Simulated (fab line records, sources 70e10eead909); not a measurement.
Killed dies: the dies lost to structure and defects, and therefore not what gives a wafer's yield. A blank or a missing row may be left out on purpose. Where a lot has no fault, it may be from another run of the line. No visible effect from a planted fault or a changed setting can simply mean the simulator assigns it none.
fab line records | flow nand-harc
record: lots: 6 wafers: 18 last-day: 33
route steps=1302 shown A_WL_FILL@960 A_CONTACT@983 END@1302
lots with no fault: from the same line, run without faults
start-h: hours from the record's opening day to when the first of the lot's shown wafers began | wait-h: hours from the lot's prior step to this one | " as in the row above | L1.1+2: one row covering several wafers at once | - no value, or no start given | * or withheld: withheld | < > ~ a bound
route shown NAME@n: names a module that has steps shown in the file, with the first one's number in the route | usual: mean/standard deviation taken from wafers without a fault | same: alike in all rows | chamber/n: place in a boat | sites: per-site readings | _std_site: the standard deviation of these | _edge_site: mean of outer sites minus mean of inner sites | radius-mm: how far each site lies from the wafer's centre | mask NAME#n: copy n | behind: the tool/chamber that last shaped the wafer | hold: cause of the lot's hold/its duration in hours/its outcome | device: whichever transistor did not switch (one of n, p or np) | end of line: the route-end tests of the same wafers | for a step that has no rows: nothing shown but its recipe | killed: the dies lost at the first sort to structure and to defects; this is not the yield of the wafer | map: dies across one wafer; x = killed, . = not, _ = none there
set.NAME: the setting as run; set.NAME@STEP: as run at that earlier step | model.NAME: the simulator's own value behind a step, which no gauge read
certain route steps with their lots: each step a table, each wafer a row
services: the hour from which a tool's chamber was out of use, counted from the record's first day as start-h (under 0 if before that day), plus the number of hours and why
== steps ==
step: NHARC_A_WL_FILL_STRIP_28
recipe: time-s: 1200 temp-c: 72.5 chemistry: post-etch-residue-remover
step: NHARC_A_WL_FILL_PRECLEAN_06
recipe: time-s: 300 chemistry: DIW
step: NHARC_A_WL_FILL_SRD_07
step: NHARC_A_WL_FILL_ANNEAL_08
recipe: temp-c: 450 time-s: 1800
step: NHARC_A_WL_FILL_ALD_10
recipe: target-thk-a: 500 pulse-time-s: 10 ald-cycles: 500 temp-c: 300 material: SiO2
step: NHARC_A_WL_FILL_ETCHBACK_16
recipe: target-depth-a: 1200 time-s: 24 c4f8-flow-sccm: withheld o2-flow-sccm: 8 ar-flow-sccm: withheld rf-w: 600 bias-w: 800 chemistry: C4F8/O2/Ar
step: NHARC_A_WL_FILL_STRIP_29
recipe: time-s: 20 o2-flow-sccm: 500 ar-flow-sccm: 0 bias-w: 0 chemistry: O2
usual: drypump-motor-current-A: 5.63/0.24 oes-product-au: 0.997/0.0097 rf-vpp-V: 57.9/0.87 showerhead-plenum-p-Torr: 3.51/0.14 throttle-valve-pct: 17.036/0.0089
same: bias-w: 0
columns lot.wafer tool chamber start-h wait-h drypump-motor-current-A oes-product-au rf-hours-counter-h rf-vpp-V showerhead-plenum-p-Torr throttle-valve-pct
L979.3 rie-diel-07 2 497.03 0.1 5.26 0.990 0.5 57.1 3.76 17.056
L979.1 " 3 " " 5.70 0.992 0.5 58.7 3.60 17.047
L979.6 " 1 " " 5.53 1.011 - 55.8 3.36 17.025
L983.1 rie-diel-13 3 593.74 0.1 5.43 0.994 2.4 56.1 3.42 17.049
L983.3 " 0 " " 5.91 0.991 2.3 57.2 3.36 17.043
L983.6 " 3 " " 5.42 0.982 - 58.2 3.42 17.033
L986.3 rie-diel-07 1 596.30 0.1 5.49 1.005 3.7 58.1 3.35 17.031
L986.6 " 1 " " 5.50 1.018 - 58.0 3.35 17.043
L986.5 " 2 " " 5.26 0.990 - 57.2 3.76 17.038
L982.4 rie-diel-13 2 613.54 0.1 6.12 1.011 2.0 58.3 3.45 17.050
L982.2 " 0 " " 5.88 1.008 2.6 57.9 3.36 17.042
L982.6 " 3 " " 5.45 0.997 - 56.3 3.42 17.026
L991.1 rie-diel-02 2 621.55 0.1 5.66 0.979 0.8 57.2 3.47 17.046
L991.2 " 1 " " 5.97 0.989 1.2 57.5 3.38 17.037
L991.6 " 3 " " 5.79 0.994 - 58.8 3.52 17.039
L999.4 rie-diel-13 0 707.51 0.1 5.89 0.998 0.0 57.3 3.36 17.034
L999.1 " 1 " " 5.66 1.003 0.0 58.5 3.68 17.031
L999.2 " 2 " " 6.14 1.013 0.0 57.3 3.45 17.043
step: NHARC_A_WL_FILL_ETCHBACK_17
recipe: target-depth-a: 40 time-s: 26.7 chemistry: Cl2/BCl3
usual: drypump-motor-current-A: 5.5/0.46 oes-product-au: 1.001/0.01
columns lot.wafer tool chamber start-h wait-h drypump-motor-current-A oes-product-au rf-hours-counter-h
L979.1 rie-metal-02 0 497.14 - 5.9 1.003 0.7
L979.3 " 1 " " 6.2 0.992 -
L979.6 " 1 " " 6.2 0.995 -
L983.1 rie-metal-01 1 593.84 - 5.5 1.007 0.2
L983.3 " 1 " " 5.4 1.009 -
L983.6 " 0 " " 5.0 1.007 -
L986.3 rie-metal-02 0 596.43 - 5.9 1.003 -
L986.6 " 0 " " 6.0 1.006 -
L986.5 " 1 " " 6.2 0.990 -
L982.2 rie-metal-01 0 613.63 - 5.0 1.010 0.8
L982.4 " 1 " " 5.4 1.011 -
L982.6 " 1 " " 5.4 1.007 -
L991.2 rie-metal-02 1 621.64 - 6.2 1.002 2.3
L991.1 " 0 " " 5.9 1.007 2.3
L991.6 " 0 " " 5.9 1.006 -
L999.2 rie-metal-01 1 707.59 - 5.4 1.017 2.0
L999.1 " 0 " " 5.0 1.003 2.0
L999.4 " 1 " " 5.4 1.022 -
step: NHARC_A_WL_FILL_PRECLEAN_18
recipe: time-s: 30 chemistry: dHF
step: NHARC_A_WL_FILL_SRD_21
step: NHARC_A_WL_FILL_CVD_23
recipe: target-thk-a: 400 temp-c: 620 pressure-mtorr: 200 time-s: 800 material: poly-Si
step: NHARC_A_WL_FILL_ETCHBACK_26
recipe: target-depth-a: 520 time-s: 13.3 hbr-flow-sccm: 150 rf-w: 350 icp-w: 350 bias-w: 60 chemistry: HBr
usual: bias-w: 59.99/0.17 drypump-motor-current-A: 5.8/0.33 oes-product-au: 0.995/0.01 throttle-valve-pct: 23.268/0.0085
columns lot.wafer tool chamber start-h wait-h bias-w drypump-motor-current-A oes-product-au rf-hours-counter-h throttle-valve-pct
L979.3 rie-si-05 0 502.26 0.4 60.11 6.0 0.991 0.0 23.258
L979.1 " 1 " " 59.77 5.5 0.990 0.1 23.260
L979.6 " 0 " " 60.22 6.0 0.999 - 23.269
L983.3 rie-si-05 3 599.02 0.4 60.21 6.0 1.005 0.7 23.277
L983.1 " 0 " " 59.94 6.0 0.987 0.7 23.277
L983.6 " 2 " " 59.81 5.8 1.002 - 23.268
L986.3 rie-si-01 0 601.55 0.4 60.08 6.3 0.993 0.3 23.249
L986.5 " 2 " " 59.97 6.4 0.990 - 23.244
L986.6 " 3 " " 59.92 5.7 0.991 - 23.262
L982.4 rie-si-05 0 618.76 0.4 59.99 6.0 0.995 0.8 23.263
L982.2 " 1 " " 59.79 5.5 0.993 0.8 23.263
L982.6 " 2 " " 59.98 5.9 1.001 - 23.276
L991.2 rie-si-06 2 626.93 0.4 60.04 5.2 1.001 0.1 23.269
L991.1 " 3 " " 60.32 6.2 0.989 0.1 23.272
L991.6 " 1 " " 59.89 5.9 0.986 - 23.264
L999.1 rie-si-05 0 712.80 0.4 59.92 6.0 0.973 0.2 23.276
L999.4 " 1 " " 59.83 5.5 0.999 0.2 23.257
L999.2 " 2 " " 59.67 5.8 1.007 0.2 23.253
step: NHARC_A_WL_FILL_PRECLEAN_30
recipe: time-s: 10 chemistry: dHF
step: NHARC_A_WL_FILL_SRD_14
step: NHARC_A_WL_FILL_ALD_19
recipe: target-thk-a: 20 pulse-time-s: 3 ald-cycles: 100 temp-c: 450 material: TiN
step: NHARC_A_WL_FILL_CVD_20
recipe: target-thk-a: 1000 temp-c: 400 pressure-torr: 40 wf6-flow-sccm: 40 h2-flow-sccm: 1600 ar-flow-sccm: 1560 time-s: 74 material: W
usual: heater-power-w: 869/47 mfc-h2-sccm: 1600/4.7 throttle-valve-pct: 7.85/0.3
columns lot.wafer tool chamber start-h wait-h heater-power-w mfc-h2-sccm throttle-valve-pct
L979.1 cvd-w-01 1 - - 827 1598 8.13
L979.3 " 0 " " 844 1611 8.19
L979.6 " 0 " " 852 1605 8.18
L983.1 cvd-w-02 0 - - 860 1593 7.78
L983.3 " 1 " " 975 1602 7.67
L983.6 " 1 " " 931 1599 7.56
L986.3 cvd-w-01 1 - - 818 1601 8.20
L986.5 " 0 " " 836 1604 8.05
L986.6 " 1 " " 830 1602 8.26
L982.2 cvd-w-02 0 - - 854 1601 7.72
L982.4 " 0 " " 870 1608 7.54
L982.6 " 1 " " 961 1598 7.65
L991.2 cvd-w-01 1 - - 811 1604 8.37
L991.1 " 0 " " 861 1597 7.69
L991.6 " 1 " " 822 1598 8.23
L999.1 cvd-w-02 0 - - 871 1599 7.73
L999.2 " 1 " " 939 1593 7.85
L999.4 " 1 " " 924 1596 7.96
step: NHARC_A_WL_FILL_CMP_12
recipe: t-overpolish-s: 30 target-thk-nm: 100
usual: motor-current-A: 11.7/1.3 overpolish-run-s: 30.001/0.0084 time-to-endpoint-s: 20.0/2.6
columns lot.wafer tool chamber start-h wait-h motor-current-A overpolish-run-s time-to-endpoint-s
L979.3 cmp-03 3 502.92 0.1 9.2 29.995 24.0
L979.1 " 0 " " 12.1 29.995 18.9
L979.6 " 0 " " 11.7 29.993 17.9
L983.3 cmp-04 1 599.67 0.1 11.6 30.009 18.0
L983.1 " 3 " " 12.8 30.015 14.2
L983.6 " 0 " " 10.8 29.998 17.4
L986.3 cmp-03 3 602.20 0.1 9.3 30.000 19.4
L986.6 " 2 " " 10.9 30.004 20.2
L986.5 " 3 " " 9.7 30.010 18.1
L982.2 cmp-04 3 619.38 0.1 13.4 30.006 23.1
L982.4 " 0 " " 10.9 30.001 23.4
L982.6 " 3 " " 13.9 29.991 21.8
L991.1 cmp-03 1 627.55 0.1 13.2 30.010 19.7
L991.2 " 3 " " 9.5 30.001 24.9
L991.6 " 2 " " 11.1 30.001 19.3
L999.4 cmp-03 0 713.58 0.1 12.0 30.019 16.9
L999.1 " 2 " " 11.3 29.998 17.2
L999.2 " 3 " " 9.1 29.996 20.1
step: NHARC_A_WL_FILL_SRD_31
step: NHARC_A_CONTACT_DEP_24
recipe: target-thk-a: 5000 temp-c: 400 pressure-torr: 6.5 rf-w: 900 teos-flow-sccm: 161.4 flow-sccm: 2650 target-thk-nm: 500 gas: O2 material: SiO2
usual: flow-sccm: 2650/8.2 heater-power-w: 592/80 showerhead-vpp-V: 1838/53 throttle-valve-pct: 16.3/0.51
columns lot.wafer tool chamber start-h wait-h flow-sccm heater-power-w showerhead-vpp-V throttle-valve-pct
L979.1 pecvd-03 2 503.45 0.1 2628 524 1816 16.8
L979.3 " 0 " " 2632 484 1907 17.0
L979.6 " 1 " " 2658 674 1806 15.3
L983.3 pecvd-04 2 600.19 0.1 2644 702 1780 15.9
L983.1 " 0 " " 2642 647 1890 16.6
L983.6 " 1 " " 2646 525 1829 16.5
L986.3 pecvd-04 1 602.71 0.1 2659 541 1768 16.3
L986.5 " 2 " " 2643 638 1793 16.1
L986.6 " 0 " " 2660 560 1895 16.6
L982.2 pecvd-03 0 620.00 0.1 2648 665 1861 16.8
L982.4 " 0 " " 2650 650 1875 16.8
L982.6 " 1 " " 2654 689 1818 15.4
L991.2 pecvd-03 0 628.08 0.1 2654 539 1918 16.8
L991.1 " 1 " " 2645 606 1795 15.4
L991.6 " 2 " " 2654 599 1791 15.9
L999.1 pecvd-03 0 714.14 0.1 2649 545 1880 16.9
L999.2 " 1 " " 2638 583 1805 15.7
L999.4 " 1 " " 2651 628 1795 15.4
step: NHARC_A_CONTACT_DEP_28
recipe: target-thk-a: 70000 temp-c: 400 material: aC
step: NHARC_A_CONTACT_DEP_29
recipe: target-thk-a: 1000 target-thk-nm: 100 temp-c: 400 pressure-torr: 3.5 flow-sccm: 200 rf-w: 350 material: SiON
step: NHARC_A_CONTACT_DEHYDRATE_32
recipe: temp-c: 150 time-s: 120
step: NHARC_A_CONTACT_HMDS_33
recipe: time-s: 30
step: NHARC_A_CONTACT_COAT_34
recipe: temp-c: 260 time-s: 75
step: NHARC_A_CONTACT_COAT_35
recipe: temp-c: 225 time-s: 65
step: NHARC_A_CONTACT_COAT_36
recipe: spin-rpm: 1500 resist-thk-nm: 90
step: NHARC_A_CONTACT_SOFTBAKE_37
recipe: temp-c: 105 time-s: 55
step: NHARC_A_CONTACT_EBR_38
step: NHARC_A_CONTACT_EXPOSE_39
recipe: na: 1.35 sigma-outer: 0.8 dose-mj: 58.79 mask-id: A_CC_3
step: NHARC_A_CONTACT_PEB_40
recipe: peb-temp-c: 100 peb-time-s: 65
step: NHARC_A_CONTACT_DEVELOP_41
recipe: develop-time-s: 35 dev-temp-c: 23
step: NHARC_A_CONTACT_CD_MEAS_42
recipe: target-cd-nm: 300 landing-energy-ev: 500
usual: cd-nm: 299.9/0.47
columns lot.wafer tool chamber start-h wait-h cd-nm
L979.1 cd-sem-03 0 510.43 - 299.9
L979.3 " 0 " " 300.4
L979.6 " 0 " " 300.3
L983.1 cd-sem-03 0 608.53 - 299.3
L983.3 " 0 " " 300.3
L983.6 " 0 " " 300.7
L986.3 cd-sem-02 0 617.48 - 300.5
L986.5 " 0 " " 300.3
L986.6 " 0 " " 300.4
L982.2 cd-sem-02 0 629.94 - 299.9
L982.4 " 0 " " 298.8
L982.6 " 0 " " 299.3
L991.1 cd-sem-03 0 639.10 - 299.8
L991.2 " 0 " " 300.4
L991.6 " 0 " " 299.3
L999.1 cd-sem-01 0 722.95 - 299.5
L999.2 " 0 " " 299.8
L999.4 " 0 " " 299.1
step: NHARC_A_CONTACT_OVL_MEAS_43
usual: overlay-x-nm: 0.0/0.97 overlay-y-nm: -0.4/0.77
columns lot.wafer tool chamber start-h wait-h overlay-x-nm overlay-y-nm
L979.1 overlay-01 - 510.52 - -1.5 -1.0
L979.3 " - " " -1.3 -1.1
L979.6 " - " " -1.5 -0.9
L983.1 overlay-01 - 608.62 - -0.5 -0.4
L983.3 " - " " -1.0 0.3
L983.6 " - " " -0.9 0.4
L986.3 overlay-02 - 617.56 - -0.4 -0.9
L986.5 " - " " 0.1 -1.2
L986.6 " - " " 0.0 -1.2
L982.2 overlay-02 - 630.04 - 0.2 1.0
L982.4 " - " " 0.3 2.1
L982.6 " - " " -0.4 1.5
L991.1 overlay-01 - 639.18 - 1.6 -1.4
L991.2 " - " " 0.5 -0.7
L991.6 " - " " 0.9 -0.6
L999.1 overlay-02 - 723.04 - 1.3 -1.0
L999.2 " - " " 0.8 -1.1
L999.4 " - " " 1.0 -1.0
step: NHARC_A_CONTACT_DESCUM_47
recipe: time-s: 3 o2-flow-sccm: 200 ar-flow-sccm: 0 bias-power-w: 0 chemistry: O2
step: NHARC_A_CONTACT_ETCH_48
recipe: target-depth-a: 390 over-etch-frac: 0.3 time-s: 65 ion-energy-ev: 80 cf4-flow-sccm: 150 ar-flow-sccm: 0 rf-w: 300 bias-w: 100 chemistry: CF4
step: NHARC_END_SORT_01
recipe: temp-c: 25
usual: killed-at-array: 54/18 killed-at-other: 0.9/1.2 killed-at-periphery: 4.4/2.9 killed-dies: 59/18 killed-open: 3.2/1.8 killed-short: 2.6/1.8
same: gross-dies: 677
columns lot.wafer tool chamber start-h wait-h killed-at-array killed-at-other killed-at-periphery killed-dies killed-open killed-short
L983.6 prober-02 0 694.30 4.0 148 2 11 161 2 5
L982.6 prober-02 0 724.33 4.0 117 4 2 123 2 2
killed by level:class
L983.6 A_WL_FILL:unspecified=86 A_CHANNEL_HOLE_D1:chamber-film-flake=22 A_CHANNEL_HOLE_D2:chamber-film-flake=19 A_CONTACT:chamber-film-flake=9 P_STI:chamber-film-flake=6 P_M2:chamber-film-flake=4 A_WL_FILL:geometric-particle:short=3 A_SLIT:chamber-film-flake=3
L982.6 A_WL_FILL:unspecified=81 A_SLIT:chamber-film-flake=26 THIN_TSV:chamber-film-flake=4 A_CHANNEL_HOLE_D1:chamber-film-flake=3 P_ZERO_WELL:chamber-film-flake=2 A_ONON_D1:geometric-particle:open=1 A_ONON_D2:geometric-particle:short=1 A_SGD_CUT:geometric-particle:short=1
map L982.6 (x killed, . not)
____________.____________
_________..x...._________
_______.......x..._______
______.............______
_____..............._____
____.................____
____.................____
___..............x....___
___...................___
__......x..............__
__............x........__
_..........xxxxx......x._
_.........xxxx.x........_
_..x.......xxxxxx......._
_........xxxxxxxx......._
_........xxxxxxxx......x_
.........xxxxxxxx........
.........xxxxxxxx........
....x.....xxxxxxx......x.
..........xxxxxxx........
.........xxxxxxxx...x....
_x.........xxxxxx.x....._
_...........xxxx.xx....._
_................x.x.x.._
_............x.xxxx.xx.._
_...............xxxxx..._
__...............xxxx..__
__................x.x..__
___...x.........x..xx.___
___.............x...x.___
____.................____
____.................____
_____...........x..._____
______.............______
_______..........._______
_________......._________
____________.____________
map L983.6 (x killed, . not)
____________.____________
_________xxx...._________
_______xxxxxx....._______
______x.xxxxx....x.______
_____x..xxx.......x._____
____...xxxxx.x.......____
____.x...x...........____
___.......xx..........___
___..x................___
__.....................__
__................xx...__
_.........x...x........._
_......x...xx.x.....x..._
_...xxx.x..xxxxx.....x.._
_....xxx.xxxxxxxx......._
_x..xx..xxxxxxxxx......._
....xx.xx.xxxxxxxx.......
......xxxxxxxxxxxxx......
.x.x..x.xxxxxxxxxx.......
.....xx.xxxxxxxxxx.......
.........xxxxxxxxx.......
_.........xxxxxxx..x...._
_......xx.xxxxxx........_
_..........x.xx........._
_.............x........._
_......................._
__.....................__
__.....................__
___....x..............___
___.......x...........___
____.................____
____........x........____
_____...xx.x........_____
______.............______
_______..xx......._______
_________......._________
____________.____________
== services ==
columns tool chamber start-h hours kind
rie-metal-01 - 477.29 0.5 repair
rie-si-05 - 482.00 9.0 pm
cvd-w-02 1 482.10 3.6 repair
rie-diel-13 - 489.55 0.5 repair
pecvd-03 - 494.61 1.0 repair
cvd-w-01 - 497.86 2.2 repair
rie-diel-13 - 519.00 9.0 pm
rie-metal-02 0 534.89 7.6 repair
rie-metal-02 - 540.10 0.1 repair
pecvd-03 - 547.00 13.0 pm
cvd-w-01 - 550.64 13.0 pm
cmp-03 - 557.06 4.0 pm
rie-metal-01 - 575.00 9.0 pm
cmp-03 - 578.51 1.5 repair
rie-diel-13 2 587.17 4.7 repair
cvd-w-02 1 590.24 4.5 repair
cmp-03 - 616.44 3.9 repair
cmp-03 - 623.34 1.2 repair
rie-metal-01 0 626.91 3.8 repair
rie-metal-02 - 631.00 9.0 pm
cmp-03 - 655.06 4.0 pm
rie-si-05 - 659.00 9.0 pm
pecvd-03 1 663.58 20.8 repair
pecvd-03 2 672.99 4.3 repair
== key ==
first-sign: step: NHARC_END_SORT_01 reading: killed-dies direction: up sigmas: 4.5 usual: 59 struck: 142
effect: step: NHARC_END_SORT_01 reading: killed-at-array direction: up sigmas: 4.3 usual: 54 struck: 132
more-kills-born-at: NHARC_A_WL_FILL_ETCHBACK_26@rie-si-05: 167
met-at NHARC_A_WL_FILL_ETCHBACK_26
struck-wafers L982.6,L983.6
tester-left-out L982,L983
fault: kind: chamber-particle-source tool: rie-si-05 chamber: 2 onset-h: 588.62 steps: NHARC_A_WL_FILL_ETCHBACK_26 rate-per-visit-cm2: 1.1252 end-h: 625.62
tester-left-out: of these lots the tester's yield and bins aren't shown, on N5 and GAA mostly nor the transistor test; their killed dies are dies lost to structure and defects alone, not to doping, threshold or leakage, so they don't give the yield
